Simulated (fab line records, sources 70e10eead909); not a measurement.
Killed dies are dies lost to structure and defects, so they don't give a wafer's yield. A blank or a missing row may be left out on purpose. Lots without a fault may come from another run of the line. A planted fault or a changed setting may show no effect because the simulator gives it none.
Which tool did it? | flow nand_harc | 11 lots, 33 wafers sampled, at 5 steps of a route of 1302

WHAT THE GAUGES READ, wafer by wafer
NHARC_END_SORT_01.
lot  | measured     | on        | killed_at_array
L599 | day 30 12:39 | prober-01 | 53 52 46

WHICH TOOL RAN EACH LOT (tool, then ch and the chambers of the sampled wafers, then the start)
lot  | NHARC_A_STAIRCASE_STRIP_274                   | NHARC_A_STAIRCASE_DESCUM_291       | NHARC_A_STAIRCASE_STRIP_295                   | NHARC_A_STAIRCASE_STRIP_476
L584 | rie_diel-01 ch 2,3, day 17 00:31 or earlier   | rie_diel-05 ch 0,2,3, day 17 00:31 | rie_diel-05 ch 0,3, day 17 16:37 or earlier   | rie_diel-13 ch 0,3, day 17 16:37
L586 | rie_diel-05 ch 0,1, day 17 15:46 or earlier   | rie_diel-01 ch 0,3, day 17 15:46   | rie_diel-01 ch 0,3, day 18 03:02 or earlier   | rie_diel-01 ch 0,1, day 18 03:02
L587 | rie_diel-01 ch 0,2, day 17 19:20 or earlier   | rie_diel-13 ch 1,3, day 17 19:20   | rie_diel-13 ch 0,1,2, day 18 07:26 or earlier | rie_diel-13 ch 1,2, day 18 07:26
L589 | rie_diel-01 ch 2,3, day 19 08:08 or earlier   | rie_diel-01 ch 1,2, day 19 08:08   | rie_diel-01 ch 1,2,3, day 19 17:53 or earlier | rie_diel-13 ch 0,3, day 19 17:53
L596 | rie_diel-13 ch 0,3, day 21 17:35 or earlier   | rie_diel-01 ch 0,3, day 21 17:35   | rie_diel-01 ch 1,2, day 22 03:29 or earlier   | rie_diel-01 ch 0,3, day 22 03:29
L597 | rie_diel-05 ch 1,2,3, day 22 06:56 or earlier | rie_diel-13 ch 0,1,3, day 22 06:56 | rie_diel-13 ch 0,1,3, day 22 20:05 or earlier | rie_diel-01 ch 1,2, day 22 20:05
L599 | rie_diel-01 ch 0,3, day 22 16:57              | rie_diel-01 ch 0,1, day 22 21:02   | rie_diel-01 ch 0,1,3, day 23 08:45 or earlier | rie_diel-13 ch 0,1,2, day 23 08:45
L598 | rie_diel-05 ch 0,1,2, day 22 22:57 or earlier | rie_diel-01 ch 1,3, day 22 22:57   | rie_diel-01 ch 0,1,2, day 23 08:54 or earlier | rie_diel-13 ch 0,1,3, day 23 08:54
L604 | rie_diel-13 ch 0,3, day 25 05:20 or earlier   | rie_diel-05 ch 0,1, day 25 05:20   | rie_diel-05 ch 0,3, day 25 14:35 or earlier   | rie_diel-01 ch 0,1,2, day 25 14:35
L603 | rie_diel-01 ch 2,3, day 25 07:56 or earlier   | rie_diel-13 ch 1,2,3, day 25 07:56 | rie_diel-13 ch 0,1,3, day 25 21:22 or earlier | rie_diel-01 ch 0,2, day 25 21:22
L607 | rie_diel-05 ch 0,3, day 26 19:25 or earlier   | rie_diel-05 ch 1,2,3, day 26 19:25 | rie_diel-05 ch 1,2, day 27 04:58 or earlier   | rie_diel-05 ch 0,1,3, day 27 04:58
- NHARC_A_STAIRCASE_STRIP_274: strips in O2.
- NHARC_A_STAIRCASE_DESCUM_291: chemistry O2, time 3 s.
- NHARC_A_STAIRCASE_STRIP_295: strips in O2.
- NHARC_A_STAIRCASE_STRIP_476: strips in O2, time 20 s.

THE ANSWER, worked out from the rows above alone
Rule: what is usual is taken from the lots themselves. Put in order of their means at a reading, lots are off if they are a third of the lots or fewer, leave a main group of 4 or more, and stand apart from it by a gap of 3 or more times the standard deviation of the main group's means; of several such gaps the widest counts. A main group whose means are all the same, to the digits that the tables above print for the reading, isn't used. A lot without any number at a reading at which 4 lots or more have one is off too. The other lots that the step has rows for count as sound.
No lot is off at any reading shown: from this, nothing can be told.

WHAT THE SIMULATOR HAD PUT IN
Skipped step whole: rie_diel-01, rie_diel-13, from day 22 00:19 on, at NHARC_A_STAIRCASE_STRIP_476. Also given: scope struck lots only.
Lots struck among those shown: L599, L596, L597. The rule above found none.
